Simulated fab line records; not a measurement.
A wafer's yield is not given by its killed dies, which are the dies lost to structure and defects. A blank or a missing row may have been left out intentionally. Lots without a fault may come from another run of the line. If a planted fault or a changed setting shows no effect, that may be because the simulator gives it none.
fab line records / flow n5Finfet / part 2 of 2: steps 28 to 35 of 35
record: lots: 5 wafers: 15 lastDay: 17
route steps=1938 shown BEOL_M1@813 BEOL_M2@841
lots that met no fault: taken from a fault-free run of the same line
startH: the number of hours between the record's first day and the start of the first shown wafer of the lot / waitH: time in hours since the lot's previous step / " identical to the entry in the row above / L1.1+2: a row that stands for several wafers / - no value present, or no start provided / * or withheld: withheld / < > ~ a bound
route shown NAME@n: names a module that has steps shown in the file, with the first one's number in the route / usual: mean/standard deviation taken from wafers without a fault / same: alike in all rows / chamber/n: place in a boat / sites: each site's reading / _std_site: how widely they spread, as a standard deviation / _edge_site: outer sites' mean less inner sites' / radiusMm: how far each site lies from the wafer's centre / mask NAME#n: copy n / behind: the most recent tool/chamber to have shaped the wafer / hold: cause of the lot's hold/its duration in hours/its outcome / device: which transistor (n, p or np) failed to switch / end of line: tests of these same wafers at the route's end / a step with no rows: only its recipe / killed: dies that structure and defects cost at the first sort, which is not the same as the wafer's yield / map: the dies of a wafer, with x for killed, . for not killed, _ for no die there
set.NAME: setting as actually run; set.NAME@STEP: the setting as run at that earlier step / model.NAME: the simulator's own value behind a step, which no gauge read
certain route steps with their lots: each step a table, each wafer a row
services: a tool's chamber out of use, with start hour (startH, from the record's first day; less than 0 if before it), hours out, and reason
== steps ==
step: N5_BEOL_M1_INSPECT_59
recipe: inspectInstrument: darkfield mode: postDep
usual: rawDefectCount: 71/20
lot.wafer=L078.1 tool=defectInspect-02 chamber=- startH=163.02 waitH=0.0 rawDefectCount=68
lot.wafer=L078.2 tool=defectInspect-02 chamber=- startH=163.02 waitH=0.0 rawDefectCount=88
lot.wafer=L078.3 tool=defectInspect-02 chamber=- startH=163.02 waitH=0.0 rawDefectCount=73
lot.wafer=L080.1 tool=defectInspect-02 chamber=- startH=164.74 waitH=0.0 rawDefectCount=54
lot.wafer=L080.4 tool=defectInspect-02 chamber=- startH=164.74 waitH=0.0 rawDefectCount=53
lot.wafer=L080.5 tool=defectInspect-02 chamber=- startH=164.74 waitH=0.0 rawDefectCount=74
lot.wafer=L083.2 tool=defectInspect-01 chamber=- startH=191.84 waitH=0.0 rawDefectCount=78
lot.wafer=L083.5 tool=defectInspect-01 chamber=- startH=191.84 waitH=0.0 rawDefectCount=75
lot.wafer=L083.6 tool=defectInspect-01 chamber=- startH=191.84 waitH=0.0 rawDefectCount=49
lot.wafer=L090.1 tool=defectInspect-02 chamber=- startH=227.22 waitH=0.0 rawDefectCount=81
lot.wafer=L090.4 tool=defectInspect-02 chamber=- startH=227.22 waitH=0.0 rawDefectCount=69
lot.wafer=L090.6 tool=defectInspect-02 chamber=- startH=227.22 waitH=0.0 rawDefectCount=60
lot.wafer=L097.1 tool=defectInspect-02 chamber=- startH=268.47 waitH=0.0 rawDefectCount=73
lot.wafer=L097.2 tool=defectInspect-02 chamber=- startH=268.47 waitH=0.0 rawDefectCount=93
lot.wafer=L097.5 tool=defectInspect-02 chamber=- startH=268.47 waitH=0.0 rawDefectCount=84
step: N5_BEOL_M2_ILD_DEP_00
recipe: material: SiOC targetThkA: 790 tempC: 350 precursor: DEMS/O2 pressureTorr: 5 rfW: 500 timeS: 15.3
usual: heaterPowerW: 476/79 showerheadPlenumPTorr: 5.698/0.018 throttleValvePct: 11.9/0.57
lot.wafer=L078.1 tool=pecvd-04 chamber=0 startH=163.05 waitH=0.0 heaterPowerW=730 showerheadPlenumPTorr=5.694 throttleValvePct=11.9
lot.wafer=L078.2 tool=pecvd-04 chamber=2 startH=163.05 waitH=0.0 heaterPowerW=544 showerheadPlenumPTorr=5.691 throttleValvePct=12.6
lot.wafer=L078.3 tool=pecvd-04 chamber=1 startH=163.05 waitH=0.0 heaterPowerW=350 showerheadPlenumPTorr=5.656 throttleValvePct=12.3
lot.wafer=L080.1 tool=pecvd-01 chamber=0 startH=164.78 waitH=0.0 heaterPowerW=466 showerheadPlenumPTorr=5.707 throttleValvePct=11.9
lot.wafer=L080.4 tool=pecvd-01 chamber=1 startH=164.78 waitH=0.0 heaterPowerW=457 showerheadPlenumPTorr=5.696 throttleValvePct=11.6
lot.wafer=L080.5 tool=pecvd-01 chamber=2 startH=164.78 waitH=0.0 heaterPowerW=431 showerheadPlenumPTorr=5.715 throttleValvePct=11.2
lot.wafer=L083.2 tool=pecvd-01 chamber=0 startH=191.88 waitH=0.0 heaterPowerW=466 showerheadPlenumPTorr=5.689 throttleValvePct=12.0
lot.wafer=L083.5 tool=pecvd-01 chamber=2 startH=191.88 waitH=0.0 heaterPowerW=435 showerheadPlenumPTorr=5.702 throttleValvePct=11.3
lot.wafer=L083.6 tool=pecvd-01 chamber=0 startH=191.88 waitH=0.0 heaterPowerW=462 showerheadPlenumPTorr=5.705 throttleValvePct=11.7
lot.wafer=L090.1 tool=pecvd-01 chamber=0 startH=227.26 waitH=0.0 heaterPowerW=428 showerheadPlenumPTorr=5.703 throttleValvePct=12.0
lot.wafer=L090.4 tool=pecvd-01 chamber=2 startH=227.26 waitH=0.0 heaterPowerW=402 showerheadPlenumPTorr=5.715 throttleValvePct=11.5
lot.wafer=L090.6 tool=pecvd-01 chamber=0 startH=227.26 waitH=0.0 heaterPowerW=427 showerheadPlenumPTorr=5.697 throttleValvePct=11.8
lot.wafer=L097.1 tool=pecvd-01 chamber=0 startH=268.51 waitH=0.0 heaterPowerW=527 showerheadPlenumPTorr=5.691 throttleValvePct=12.1
lot.wafer=L097.2 tool=pecvd-01 chamber=1 startH=268.51 waitH=0.0 heaterPowerW=434 showerheadPlenumPTorr=5.682 throttleValvePct=11.8
lot.wafer=L097.5 tool=pecvd-01 chamber=2 startH=268.51 waitH=0.0 heaterPowerW=449 showerheadPlenumPTorr=5.710 throttleValvePct=11.5
step: N5_BEOL_M2_THK_MEAS_01
recipe: reads: SiOC_of_BEOL_M2_ILD_DEP_00
usual: M2_ILD_THK: 78.6/1.2
lot.wafer=L078.1 tool=filmMetro-01 chamber=- startH=163.12 waitH=0.0 M2_ILD_THK[nm]=79.3
lot.wafer=L078.2 tool=filmMetro-01 chamber=- startH=163.12 waitH=0.0 M2_ILD_THK[nm]=76.7
lot.wafer=L078.3 tool=filmMetro-01 chamber=- startH=163.12 waitH=0.0 M2_ILD_THK[nm]=78.2
lot.wafer=L080.1 tool=filmMetro-02 chamber=- startH=164.85 waitH=0.0 M2_ILD_THK[nm]=78.7
lot.wafer=L080.4 tool=filmMetro-02 chamber=- startH=164.85 waitH=0.0 M2_ILD_THK[nm]=78.1
lot.wafer=L080.5 tool=filmMetro-02 chamber=- startH=164.85 waitH=0.0 M2_ILD_THK[nm]=78.3
lot.wafer=L083.2 tool=filmMetro-01 chamber=- startH=191.94 waitH=0.1 M2_ILD_THK[nm]=78.6
lot.wafer=L083.5 tool=filmMetro-01 chamber=- startH=191.94 waitH=0.1 M2_ILD_THK[nm]=79.3
lot.wafer=L083.6 tool=filmMetro-01 chamber=- startH=191.94 waitH=0.1 M2_ILD_THK[nm]=79.1
lot.wafer=L090.1 tool=filmMetro-02 chamber=- startH=227.34 waitH=0.1 M2_ILD_THK[nm]=77.3
lot.wafer=L090.4 tool=filmMetro-02 chamber=- startH=227.34 waitH=0.1 M2_ILD_THK[nm]=78.5
lot.wafer=L090.6 tool=filmMetro-02 chamber=- startH=227.34 waitH=0.1 M2_ILD_THK[nm]=78.8
lot.wafer=L097.1 tool=filmMetro-02 chamber=- startH=268.58 waitH=0.0 M2_ILD_THK[nm]=75.9
lot.wafer=L097.2 tool=filmMetro-02 chamber=- startH=268.58 waitH=0.0 M2_ILD_THK[nm]=76.3
lot.wafer=L097.5 tool=filmMetro-02 chamber=- startH=268.58 waitH=0.0 M2_ILD_THK[nm]=77.5
step: N5_BEOL_M2_PECVD_72
recipe: material: SiO2 targetThkA: 160 tempC: 400 precursor: TEOS/O2 pressureTorr: 5.5 rfW: 450 teosFlowSccm: 53.8 gas: O2 flowSccm: 3000 timeS: 18
usual: heaterPowerW: 704/100 showerheadPlenumPTorr: 8.79/0.077 throttleValvePct: 22.3/1.1
lot.wafer=L078.1 tool=pecvd-01 chamber=2 startH=163.16 waitH=0.0 heaterPowerW=703 showerheadPlenumPTorr=8.85 throttleValvePct=21.3
lot.wafer=L078.2 tool=pecvd-01 chamber=0 startH=163.16 waitH=0.0 heaterPowerW=641 showerheadPlenumPTorr=8.80 throttleValvePct=21.7
lot.wafer=L078.3 tool=pecvd-01 chamber=1 startH=163.16 waitH=0.0 heaterPowerW=651 showerheadPlenumPTorr=8.79 throttleValvePct=21.7
lot.wafer=L080.1 tool=pecvd-01 chamber=2 startH=164.89 waitH=0.0 heaterPowerW=589 showerheadPlenumPTorr=8.85 throttleValvePct=21.0
lot.wafer=L080.4 tool=pecvd-01 chamber=1 startH=164.89 waitH=0.0 heaterPowerW=600 showerheadPlenumPTorr=8.78 throttleValvePct=21.5
lot.wafer=L080.5 tool=pecvd-01 chamber=2 startH=164.89 waitH=0.0 heaterPowerW=605 showerheadPlenumPTorr=8.88 throttleValvePct=21.3
lot.wafer=L083.2 tool=pecvd-02 chamber=2 startH=191.98 waitH=0.0 heaterPowerW=593 showerheadPlenumPTorr=8.89 throttleValvePct=21.7
lot.wafer=L083.5 tool=pecvd-02 chamber=2 startH=191.98 waitH=0.0 heaterPowerW=576 showerheadPlenumPTorr=8.87 throttleValvePct=21.3
lot.wafer=L083.6 tool=pecvd-02 chamber=0 startH=191.98 waitH=0.0 heaterPowerW=707 showerheadPlenumPTorr=8.88 throttleValvePct=20.8
lot.wafer=L090.1 tool=pecvd-02 chamber=0 startH=227.37 waitH=0.0 heaterPowerW=753 showerheadPlenumPTorr=8.87 throttleValvePct=21.2
lot.wafer=L090.4 tool=pecvd-02 chamber=2 startH=227.37 waitH=0.0 heaterPowerW=667 showerheadPlenumPTorr=8.89 throttleValvePct=21.5
lot.wafer=L090.6 tool=pecvd-02 chamber=0 startH=227.37 waitH=0.0 heaterPowerW=741 showerheadPlenumPTorr=8.89 throttleValvePct=20.9
lot.wafer=L097.1 tool=pecvd-02 chamber=0 startH=268.61 waitH=0.0 heaterPowerW=629 showerheadPlenumPTorr=8.89 throttleValvePct=21.1
lot.wafer=L097.2 tool=pecvd-02 chamber=1 startH=268.61 waitH=0.0 heaterPowerW=642 showerheadPlenumPTorr=8.77 throttleValvePct=23.4
lot.wafer=L097.5 tool=pecvd-02 chamber=1 startH=268.61 waitH=0.0 heaterPowerW=615 showerheadPlenumPTorr=8.76 throttleValvePct=23.6
step: N5_BEOL_M2_HM_DEP_02
recipe: material: TiN targetThkA: 200 tempC: 25 chamberPressurePa: 0.49996
usual: throttleValvePct: 29.6/0.87
lot.wafer=L078.1 tool=pvdSputter-02 chamber=- startH=164.01 waitH=0.8 throttleValvePct=30.5
lot.wafer=L078.2 tool=pvdSputter-02 chamber=- startH=164.01 waitH=0.8 throttleValvePct=30.8
lot.wafer=L078.3 tool=pvdSputter-02 chamber=- startH=164.01 waitH=0.8 throttleValvePct=29.0
lot.wafer=L080.1 tool=pvdSputter-02 chamber=- startH=165.23 waitH=0.3 throttleValvePct=29.4
lot.wafer=L080.4 tool=pvdSputter-02 chamber=- startH=165.23 waitH=0.3 throttleValvePct=30.7
lot.wafer=L080.5 tool=pvdSputter-02 chamber=- startH=165.23 waitH=0.3 throttleValvePct=30.6
lot.wafer=L083.2 tool=pvdSputter-01 chamber=- startH=193.31 waitH=1.3 throttleValvePct=29.4
lot.wafer=L083.5 tool=pvdSputter-01 chamber=- startH=193.31 waitH=1.3 throttleValvePct=27.5
lot.wafer=L083.6 tool=pvdSputter-01 chamber=- startH=193.31 waitH=1.3 throttleValvePct=30.1
lot.wafer=L090.1 tool=pvdSputter-03 chamber=- startH=227.54 waitH=0.1 throttleValvePct=29.1
lot.wafer=L090.4 tool=pvdSputter-03 chamber=- startH=227.54 waitH=0.1 throttleValvePct=29.7
lot.wafer=L090.6 tool=pvdSputter-03 chamber=- startH=227.54 waitH=0.1 throttleValvePct=29.8
lot.wafer=L097.1 tool=pvdSputter-03 chamber=- startH=268.96 waitH=0.3 throttleValvePct=29.7
lot.wafer=L097.2 tool=pvdSputter-03 chamber=- startH=268.96 waitH=0.3 throttleValvePct=30.0
lot.wafer=L097.5 tool=pvdSputter-03 chamber=- startH=268.96 waitH=0.3 throttleValvePct=28.9
step: N5_BEOL_M2_COAT_61
recipe: resist: SOC tempC: 250 timeS: 60 spinRpm: 1500 resistThkNm: 60
usual: plateTempC: 250.04/0.18 resistLineTempC: 23.01/0.1
lot.wafer=L078.1 tool=lithoTrack-01 chamber=0 startH=164.14 waitH=0.1 plateTempC=250.11 resistLineTempC=23.00
lot.wafer=L078.2 tool=lithoTrack-01 chamber=0 startH=164.14 waitH=0.1 plateTempC=250.33 resistLineTempC=23.07
lot.wafer=L078.3 tool=lithoTrack-01 chamber=0 startH=164.14 waitH=0.1 plateTempC=249.90 resistLineTempC=23.03
lot.wafer=L080.1 tool=lithoTrack-01 chamber=0 startH=165.36 waitH=0.1 plateTempC=250.12 resistLineTempC=22.93
lot.wafer=L080.4 tool=lithoTrack-01 chamber=0 startH=165.36 waitH=0.1 plateTempC=250.55 resistLineTempC=23.02
lot.wafer=L080.5 tool=lithoTrack-01 chamber=0 startH=165.36 waitH=0.1 plateTempC=250.40 resistLineTempC=23.12
lot.wafer=L083.2 tool=lithoTrack-02 chamber=0 startH=193.43 waitH=0.1 plateTempC=250.26 resistLineTempC=23.02
lot.wafer=L083.5 tool=lithoTrack-02 chamber=0 startH=193.43 waitH=0.1 plateTempC=250.24 resistLineTempC=23.12
lot.wafer=L083.6 tool=lithoTrack-02 chamber=0 startH=193.43 waitH=0.1 plateTempC=250.14 resistLineTempC=23.03
lot.wafer=L090.1 tool=lithoTrack-02 chamber=0 startH=227.67 waitH=0.1 plateTempC=249.87 resistLineTempC=23.16
lot.wafer=L090.4 tool=lithoTrack-02 chamber=0 startH=227.67 waitH=0.1 plateTempC=249.92 resistLineTempC=23.09
lot.wafer=L090.6 tool=lithoTrack-02 chamber=0 startH=227.67 waitH=0.1 plateTempC=250.04 resistLineTempC=22.96
lot.wafer=L097.1 tool=lithoTrack-02 chamber=0 startH=269.08 waitH=0.1 plateTempC=250.09 resistLineTempC=23.18
lot.wafer=L097.2 tool=lithoTrack-02 chamber=0 startH=269.08 waitH=0.1 plateTempC=249.77 resistLineTempC=22.95
lot.wafer=L097.5 tool=lithoTrack-02 chamber=0 startH=269.08 waitH=0.1 plateTempC=249.59 resistLineTempC=23.03
step: N5_BEOL_M2_COAT_62
recipe: resist: SiARC tempC: 220 timeS: 60 spinRpm: 1500 resistThkNm: 12
usual: plateTempC: 220.01/0.15 resistLineTempC: 23.01/0.097
lot.wafer=L078.1 tool=lithoTrack-01 chamber=0 startH=- waitH=- plateTempC=219.98 resistLineTempC=23.01
lot.wafer=L078.2 tool=lithoTrack-01 chamber=0 startH=- waitH=- plateTempC=219.78 resistLineTempC=22.97
lot.wafer=L078.3 tool=lithoTrack-01 chamber=0 startH=- waitH=- plateTempC=219.84 resistLineTempC=22.93
lot.wafer=L080.1 tool=lithoTrack-01 chamber=0 startH=- waitH=- plateTempC=220.02 resistLineTempC=23.03
lot.wafer=L080.4 tool=lithoTrack-01 chamber=0 startH=- waitH=- plateTempC=220.10 resistLineTempC=22.88
lot.wafer=L080.5 tool=lithoTrack-01 chamber=0 startH=- waitH=- plateTempC=219.97 resistLineTempC=23.07
lot.wafer=L083.2 tool=lithoTrack-02 chamber=0 startH=- waitH=- plateTempC=220.04 resistLineTempC=23.01
lot.wafer=L083.5 tool=lithoTrack-02 chamber=0 startH=- waitH=- plateTempC=220.03 resistLineTempC=23.16
lot.wafer=L083.6 tool=lithoTrack-02 chamber=0 startH=- waitH=- plateTempC=220.08 resistLineTempC=23.02
lot.wafer=L090.1 tool=lithoTrack-02 chamber=0 startH=- waitH=- plateTempC=220.20 resistLineTempC=23.00
lot.wafer=L090.4 tool=lithoTrack-02 chamber=0 startH=- waitH=- plateTempC=219.93 resistLineTempC=22.96
lot.wafer=L090.6 tool=lithoTrack-02 chamber=0 startH=- waitH=- plateTempC=220.24 resistLineTempC=23.03
lot.wafer=L097.1 tool=lithoTrack-02 chamber=0 startH=- waitH=- plateTempC=220.22 resistLineTempC=22.89
lot.wafer=L097.2 tool=lithoTrack-02 chamber=0 startH=- waitH=- plateTempC=220.13 resistLineTempC=22.96
lot.wafer=L097.5 tool=lithoTrack-02 chamber=0 startH=- waitH=- plateTempC=220.12 resistLineTempC=22.96
step: N5_BEOL_M2_COAT_73
recipe: resist: underlayer tempC: 205 timeS: 60 spinRpm: 1500 resistThkNm: 5
usual: plateTempC: 205.03/0.14 resistLineTempC: 23.01/0.11
lot.wafer=L078.1 tool=lithoTrack-01 chamber=0 startH=- waitH=- plateTempC=204.80 resistLineTempC=23.06
lot.wafer=L078.2 tool=lithoTrack-01 chamber=0 startH=- waitH=- plateTempC=205.04 resistLineTempC=23.14
lot.wafer=L078.3 tool=lithoTrack-01 chamber=0 startH=- waitH=- plateTempC=204.94 resistLineTempC=23.08
lot.wafer=L080.1 tool=lithoTrack-01 chamber=0 startH=- waitH=- plateTempC=204.95 resistLineTempC=22.87
lot.wafer=L080.4 tool=lithoTrack-01 chamber=0 startH=- waitH=- plateTempC=204.95 resistLineTempC=22.81
lot.wafer=L080.5 tool=lithoTrack-01 chamber=0 startH=- waitH=- plateTempC=205.13 resistLineTempC=23.00
lot.wafer=L083.2 tool=lithoTrack-02 chamber=0 startH=- waitH=- plateTempC=204.96 resistLineTempC=23.00
lot.wafer=L083.5 tool=lithoTrack-02 chamber=0 startH=- waitH=- plateTempC=204.95 resistLineTempC=23.03
lot.wafer=L083.6 tool=lithoTrack-02 chamber=0 startH=- waitH=- plateTempC=204.95 resistLineTempC=23.21
lot.wafer=L090.1 tool=lithoTrack-02 chamber=0 startH=- waitH=- plateTempC=205.01 resistLineTempC=22.95
lot.wafer=L090.4 tool=lithoTrack-02 chamber=0 startH=- waitH=- plateTempC=204.92 resistLineTempC=23.06
lot.wafer=L090.6 tool=lithoTrack-02 chamber=0 startH=- waitH=- plateTempC=205.19 resistLineTempC=22.98
lot.wafer=L097.1 tool=lithoTrack-02 chamber=0 startH=- waitH=- plateTempC=204.91 resistLineTempC=23.07
lot.wafer=L097.2 tool=lithoTrack-02 chamber=0 startH=- waitH=- plateTempC=205.11 resistLineTempC=23.14
lot.wafer=L097.5 tool=lithoTrack-02 chamber=0 startH=- waitH=- plateTempC=205.18 resistLineTempC=23.09
== services ==
tool=pecvd-03 chamber=0 startH=147.55 hours=3.9 kind=repair
tool=cmp-01 chamber=- startH=153.97 hours=4.1 kind=pm
tool=cmp-02 chamber=- startH=154.51 hours=1.9 kind=repair
tool=ecdCu-02 chamber=- startH=155.47 hours=0.9 kind=repair
tool=lithoTrack-02 chamber=- startH=164.08 hours=- kind=consumableReplace:filter
tool=ecdCu-02 chamber=- startH=166.12 hours=0.7 kind=repair
tool=cvdCo-02 chamber=0 startH=178.70 hours=4.6 kind=repair
tool=pecvd-03 chamber=1 startH=189.52 hours=2.1 kind=scheduledDown
tool=pecvd-03 chamber=- startH=205.77 hours=3.3 kind=repair
tool=rtpAnneal-02 chamber=- startH=212.99 hours=3.6 kind=pm
tool=cmp-02 chamber=- startH=220.16 hours=0.4 kind=repair
tool=pecvd-01 chamber=- startH=227.49 hours=1.4 kind=repair
tool=pecvd-03 chamber=2 startH=231.16 hours=2.1 kind=scheduledDown
tool=pecvd-03 chamber=2 startH=233.29 hours=- kind=clean
tool=pecvd-03 chamber=2 startH=233.29 hours=- kind=consumableReplace:showerhead
tool=pecvd-03 chamber=2 startH=233.29 hours=29.0 kind=scheduledDown
tool=pecvd-03 chamber=2 startH=233.29 hours=29.0 kind=ventCycle
tool=cmp-02 chamber=- startH=235.04 hours=8.3 kind=pm
tool=cmp-02 chamber=- startH=253.42 hours=4.0 kind=pm
tool=cmp-01 chamber=- startH=258.31 hours=4.0 kind=pm
tool=cvdCo-02 chamber=- startH=261.61 hours=0.6 kind=repair
tool=pecvd-02 chamber=2 startH=262.76 hours=15.1 kind=repair
tool=cmp-02 chamber=- startH=263.62 hours=0.2 kind=repair
tool=pecvd-02 chamber=- startH=268.90 hours=14.6 kind=pm
